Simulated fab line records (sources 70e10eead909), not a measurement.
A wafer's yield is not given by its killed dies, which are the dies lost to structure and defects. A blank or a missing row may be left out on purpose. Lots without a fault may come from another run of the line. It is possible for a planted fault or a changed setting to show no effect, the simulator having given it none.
A struck lot beside a sound one / flow nand_harc / 15 out of 1159 route steps
Sound: wafers L210.1, L210.2, L210.4. Struck: wafers L216.2, L216.3, L216.6. The cause is given at the end.
Order at every step that has rows: each side's tool, ch and its chambers, its first start. Under that, the readings that differ: sound wafers / struck wafers / difference of the means / sigmas: that difference in standard deviations of wafers without a fault.
alike: words and numbers the same on both sides, and readings whose means are apart by under 2 such deviations; not compared: readings that were withheld, readings missing a value for some wafer, numbers with overlapping values and no deviation given by the record, and bounds like >300 which may hide the same value.
The two part at a step that has a row with sigmas, a row that says differs or no value, or rows on one side only. Numbers that don't overlap but have no deviation are shown without sigmas and don't part them. A reading that every wafer of one side lacks parts them only if that side has two wafers or more.

first, 3 steps without rows for these wafers: NHARC_A_CONTACT_EXPOSE_39 (exposes mask A CC 3); NHARC_A_CONTACT_PEB_40 (peb time 65 s); NHARC_A_CONTACT_DEVELOP_41 (develop time 35 s).
NHARC_A_CONTACT_CD_MEAS_42: target cd 200 nm.
  sound on cd_sem-02 ch 0, day 17 15:46; struck on cd_sem-02 ch 0, day 19 20:26
  alike: cd_nm
NHARC_A_CONTACT_OVL_MEAS_43:
  sound on overlay-01, day 17 15:51; struck on overlay-01, day 19 20:31
  alike: overlay_x_nm, overlay_y_nm
NHARC_A_CONTACT_INSPECT_44:
  sound on defect_inspect-02, day 17 15:53; struck on defect_inspect-01, day 19 20:33
  alike: raw_defect_count
NHARC_A_CONTACT_DESCUM_47: chemistry O2, time 3 s.
  sound on rie_diel-09 ch 0,1,3, day 17 15:57; struck on rie_diel-09 ch 0,2,3, day 19 20:37
  alike: drypump_motor_current_A, oes_product_au, rf_vpp_V, showerhead_plenum_p_Torr, throttle_valve_pct
  not compared: rf_hours_counter_h
NHARC_A_CONTACT_ETCH_48: etches the open film in CF4, target depth 39 nm, time 65 s.
  sound on rie_diel-09 ch 0,1,2, day 17 16:02; struck on rie_diel-09 ch 0,3, day 19 20:42
  alike: bias_w, cf4_flow_sccm, drypump_motor_current_A, oes_product_au, rf_vpp_V, showerhead_plenum_p_Torr, throttle_valve_pct
  not compared: rf_hours_counter_h
NHARC_A_CONTACT_ETCH_49: etches the open film in N2/H2, target depth 260 nm, time 475.3 s.
  sound on rie_diel-09 ch 0,1,2; struck on rie_diel-09 ch 1,3
  alike: bias_w, chamber_pressure_mTorr, drypump_motor_current_A, oes_product_au, rf_vpp_V, showerhead_plenum_p_Torr, throttle_valve_pct
  not compared: rf_hours_counter_h
then, 2 steps without rows for these wafers: NHARC_A_CONTACT_ETCH_50 (etches the open film in CF4/CHF3, target depth 84.7 nm, time 42.4 s); NHARC_A_CONTACT_ETCH_51 (etches the open film in O2/COS, target depth 3600 nm, time 936 s).
NHARC_A_CONTACT_ETCH_111: etches the open film in C4F8/O2/Ar, time 140 s, target depth 700 nm.
  sound on har_cap_etch-01 ch 0,1, day 17 17:18; struck on har_cap_etch-03 ch 0,1, day 19 21:56
  alike: chamber_pressure_mTorr, oes_air_line_au
  not compared: rf_hours_counter_h
NHARC_A_CONTACT_ETCH_112: etches the open film in C4F8/O2/Ar, time 94 s, target depth 922 nm.
  sound on har_cap_etch-01 ch 0,1, day 17 17:30; struck on har_cap_etch-03 ch 0,1, day 19 22:11
  no value came back on the struck wafers for chamber_pressure_mTorr (mTorr), oes_air_line_au (a.u.); on the sound wafers chamber_pressure_mTorr (mTorr) reads 19.997 19.996 19.996
  not compared: rf_hours_counter_h
NHARC_A_CONTACT_ETCH_113: etches the open film in C4F8/O2/Ar, time 94 s, target depth 922 nm.
  sound on har_cap_etch-01 ch 0,1, day 17 17:35; struck on har_cap_etch-03 ch 0,1, day 19 22:19
  alike: chamber_pressure_mTorr, oes_air_line_au
  not compared: rf_hours_counter_h
-- the record jumps here: 3 days lie between the struck wafers' starts before and after (it left off in module A_CONTACT and takes up again in module END, whose first step shown is number 1159 of the route) --
NHARC_END_SORT_01:
  the record has rows for the struck wafers here (prober-01 ch 0, day 22 22:37) and none for the sound ones

WHERE THEY PART
At NHARC_A_CONTACT_ETCH_112 first; at NHARC_END_SORT_01 last (within this record only).

WHY: the cause the simulator had injected
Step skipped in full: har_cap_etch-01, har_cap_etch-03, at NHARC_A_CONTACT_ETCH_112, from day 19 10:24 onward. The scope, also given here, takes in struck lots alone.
